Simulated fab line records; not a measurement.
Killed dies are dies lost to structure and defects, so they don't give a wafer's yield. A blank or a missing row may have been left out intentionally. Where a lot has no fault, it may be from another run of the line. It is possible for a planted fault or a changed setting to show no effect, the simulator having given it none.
Chamber matching ; flow n5 finfet ; N5_BEOL_M0_CMP_120 on cmp-04: 4 sister chambers
The step polishes, stops on SiOC, t overpolish 6.9 s. 18 wafers are shown with their chamber, then 9 later ones without.

== EACH WAFER AND ITS CHAMBER ==
wafer;chamber;motor current A (A);time to endpoint s (s);overpolish run s (s)
L077.2;2;6.2;66;6.901
L077.4;0;4.9;66;6.904
L077.6;3;6.0;59;6.903
L079.1;0;4.9;63;6.901
L079.5;0;4.9;64;6.908
L079.6;3;6.2;54;6.890
L083.1;3;6.5;62;6.901
L083.5;0;4.8;67;6.887
L083.6;3;6.2;58;6.913
L085.1;1;6.7;56;6.893
L085.3;3;6.4;57;6.887
L085.5;1;6.4;58;6.891
L087.2;0;4.8;63;6.914
L087.5;1;6.6;57;6.892
L087.6;2;6.3;65;6.895
L088.1;0;4.9;63;6.904
L088.4;3;6.1;57;6.907
L088.5;0;4.6;65;6.911

SIGNATURES (averages over the wafers above)
reading;chamber 0;chamber 1;chamber 2;chamber 3;scatter within a chamber
motor current A;4.829;6.567;6.250;6.233;0.146
time to endpoint s;64.43;57.00;65.50;57.83;1.95
overpolish run s;6.90414;6.89200;6.89800;6.90017;0.00837
Rule: for a wafer and a chamber, the distance is found by dividing, reading by reading, the gap between the wafer's reading and the chamber's mean by the reading's scatter, squaring, summing and taking the root. The wafer belongs to the nearest chamber; if the next one is less than 2 further off, it can't be placed. The scatter is the square root of a quotient: the sum, over the shown wafers, of each reading's squared deviation from its chamber's mean, divided by wafers minus chambers.

== WAFERS WITH NO CHAMBER GIVEN ==
wafer;motor current A (A);time to endpoint s (s);overpolish run s (s)
L089.1;6.2;54;6.903
L089.4;6.4;55;6.898
L089.6;6.1;62;6.881
L090.3;5.1;59;6.894
L090.4;6.6;64;6.913
L090.6;4.9;62;6.890
L094.2;6.5;55;6.898
L094.3;4.8;59;6.904
L094.6;4.7;63;6.900

== CHAMBER TAKEN BY EACH ==
wafer;from the rows above;in truth
L089.1;can't be placed: 3 or 1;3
L089.4;can't be placed: 1 or 3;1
L089.6;can't be placed: 2 or 3 or 1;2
L090.3;0;0
L090.4;can't be placed: 2 or 3 or 1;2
L090.6;0;0
L094.2;can't be placed: 1 or 3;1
L094.3;0;0
L094.6;0;0
Correctly placed: 4 of 9. These rows do not allow placing 5 (true chamber among the candidates in 5). Wrongly placed: 0.
